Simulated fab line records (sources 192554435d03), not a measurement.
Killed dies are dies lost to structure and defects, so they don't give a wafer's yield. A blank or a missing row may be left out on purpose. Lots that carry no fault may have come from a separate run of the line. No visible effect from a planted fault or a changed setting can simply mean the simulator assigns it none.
Matching of chambers || flow n5Finfet || N5_BEOL_M7_ETCH_65 on rieDiel-04: 4 sister chambers
The step etches SiARC in CF4, target depth 15.6 nm, time 26 s. 4 wafers are shown with their chamber, then 8 later ones without.

== WAFERS, EACH WITH ITS CHAMBER ==
{"wafer": "L083.6", "chamber": 1, "showerheadPlenumPTorr (Torr)": 2.19}
{"wafer": "L088.2", "chamber": 3, "showerheadPlenumPTorr (Torr)": 2.26}
{"wafer": "L088.5", "chamber": 0, "showerheadPlenumPTorr (Torr)": 2.02}
{"wafer": "L094.1", "chamber": 2, "showerheadPlenumPTorr (Torr)": 2.13}

== WAFERS WHOSE CHAMBER IS MISSING ==
{"wafer": "L094.5", "showerheadPlenumPTorr (Torr)": 2.26}
{"wafer": "L094.6", "showerheadPlenumPTorr (Torr)": 2.13}
{"wafer": "L095.1", "showerheadPlenumPTorr (Torr)": 2.12}
{"wafer": "L095.4", "showerheadPlenumPTorr (Torr)": 2.12}
{"wafer": "L095.5", "showerheadPlenumPTorr (Torr)": 2.25}
{"wafer": "L097.2", "showerheadPlenumPTorr (Torr)": 2.12}
{"wafer": "L097.3", "showerheadPlenumPTorr (Torr)": 2.25}
{"wafer": "L097.5", "showerheadPlenumPTorr (Torr)": 2.12}

== THE CHAMBER EACH PASSED THROUGH ==
{"wafer": "L094.5", "from the rows above": 3, "in truth": 3}
{"wafer": "L094.6", "from the rows above": 2, "in truth": 2}
{"wafer": "L095.1", "from the rows above": 2, "in truth": 2}
{"wafer": "L095.4", "from the rows above": 2, "in truth": 2}
{"wafer": "L095.5", "from the rows above": 3, "in truth": 3}
{"wafer": "L097.2", "from the rows above": 2, "in truth": 2}
{"wafer": "L097.3", "from the rows above": 3, "in truth": 3}
{"wafer": "L097.5", "from the rows above": 2, "in truth": 2}
Placed correctly: 8 of 8. Left unplaced by these rows: 0. Placed wrongly: 0.
How it was worked out, from the rows above alone: a wafer's distance from a chamber is the root of the sum, over the readings, of the square of ((its reading less the chamber's mean) divided by the reading's scatter). The wafer belongs to the nearest chamber; if the next one is less than 2 further off, it can't be placed. Each chamber's mean is taken over the wafers shown for it. The scatter: with one shown wafer a chamber, the root of the mean of the squares of how far each hidden wafer lies from its nearest shown one.
